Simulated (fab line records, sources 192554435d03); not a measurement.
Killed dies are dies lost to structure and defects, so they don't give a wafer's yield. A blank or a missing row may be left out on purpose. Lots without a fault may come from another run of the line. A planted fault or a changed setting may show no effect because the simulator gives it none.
Chamber matching | flow n5_finfet | N5_FIN_CUT_CUT_ETCH_28 on rie_si-06: 4 sister chambers
The step etches Si in HBr/Cl2/O2, target depth 6 nm, time 2.4 s. 8 wafers are shown with their chamber, then 8 later ones without.

WAFERS WITH THEIR CHAMBER
wafer  | chamber | drypump_motor_current_A (A) | oes_product_au (a.u.)
L079.2 | 3       | 5.8                         | 0.990
L084.1 | 0       | 5.8                         | 1.007
L085.2 | 2       | 5.6                         | 0.993
L085.4 | 0       | 5.8                         | 1.004
L085.6 | 3       | 5.8                         | 0.989
L086.4 | 2       | 5.6                         | 0.979
L086.6 | 1       | 6.1                         | 0.987
L089.1 | 1       | 6.0                         | 0.992

WAFERS WITHOUT THEIR CHAMBER
wafer  | drypump_motor_current_A (A) | oes_product_au (a.u.)
L089.3 | 5.8                         | 1.011
L089.6 | 5.8                         | 0.998
L090.2 | 5.8                         | 0.992
L090.3 | 6.0                         | 0.990
L090.5 | 5.7                         | 0.987
L094.2 | 5.8                         | 1.010
L094.4 | 6.1                         | 0.986
L094.5 | 5.8                         | 1.008

WHICH CHAMBER EACH WENT THROUGH
wafer  | from the rows above          | in truth
L089.3 | 0                            | 0
L089.6 | can't be placed: 0 or 3      | 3
L090.2 | 3                            | 3
L090.3 | 1                            | 1
L090.5 | can't be placed: 2 or 3 or 0 | 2
L094.2 | 0                            | 0
L094.4 | 1                            | 1
L094.5 | 0                            | 0
Placed correctly: 6 of 8. Can't be placed from these rows: 2 (the true chamber is among the candidates in 2). Placed wrongly: 0.
How it was worked out, from the rows above alone: a wafer's distance from a chamber is the root of the sum, over the readings, of the square of ((its reading less the chamber's mean) divided by the reading's scatter). The wafer belongs to the nearest chamber; if the next one is less than 2 further off, it can't be placed. A chamber's mean is the mean of its shown wafers. The scatter: the root of (the sum of the squares of (reading less its chamber's mean) over the shown wafers, divided by (wafers less chambers)).
